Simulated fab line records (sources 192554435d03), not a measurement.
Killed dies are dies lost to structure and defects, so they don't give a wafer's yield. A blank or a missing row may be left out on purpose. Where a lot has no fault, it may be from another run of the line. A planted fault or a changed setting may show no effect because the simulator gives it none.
Chamber matching | flow n5-finfet | N5_BEOL_M0_CUTY_ETCH_62 on rie-diel-02: 4 sister chambers
The step etches SiARC in CF4, time 58.5 s. 4 wafers are shown with their chamber, then 9 later ones without.

WAFERS, EACH WITH ITS CHAMBER
wafer  | chamber | drypump-motor-current-A (A)
L082.2 | 1       | 4.7
L091.3 | 0       | 5.7
L092.5 | 2       | 5.5
L092.6 | 3       | 5.1

WAFERS WHOSE CHAMBER IS MISSING
wafer  | drypump-motor-current-A (A)
L093.1 | 5.1
L093.3 | 4.6
L093.6 | 5.1
L097.1 | 5.1
L097.3 | 5.5
L097.6 | 4.6
L096.4 | 5.6
L096.5 | 5.1
L096.6 | 5.5

WHICH CHAMBER EACH ONE RAN IN
wafer  | from the rows above     | in truth
L093.1 | 3                       | 3
L093.3 | 1                       | 1
L093.6 | 3                       | 3
L097.1 | 3                       | 3
L097.3 | 2                       | 2
L097.6 | 1                       | 1
L096.4 | can't be placed: 2 or 0 | 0
L096.5 | 3                       | 3
L096.6 | 2                       | 2
8 of 9 placed correctly. Not placeable from these rows: 1 (in 1, the candidates include the true chamber). Wrongly placed: 0.
How it was worked out, from the rows above alone: a wafer's distance from a chamber is the root of the sum, over the readings, of the square of ((its reading less the chamber's mean) divided by the reading's scatter). The wafer belongs to the nearest chamber; if the next one is less than 2 further off, it can't be placed. For every chamber, the mean is computed from those of its wafers that are shown. The scatter: root of mean squared gap, hidden wafer to nearest shown wafer, with one shown wafer a chamber.
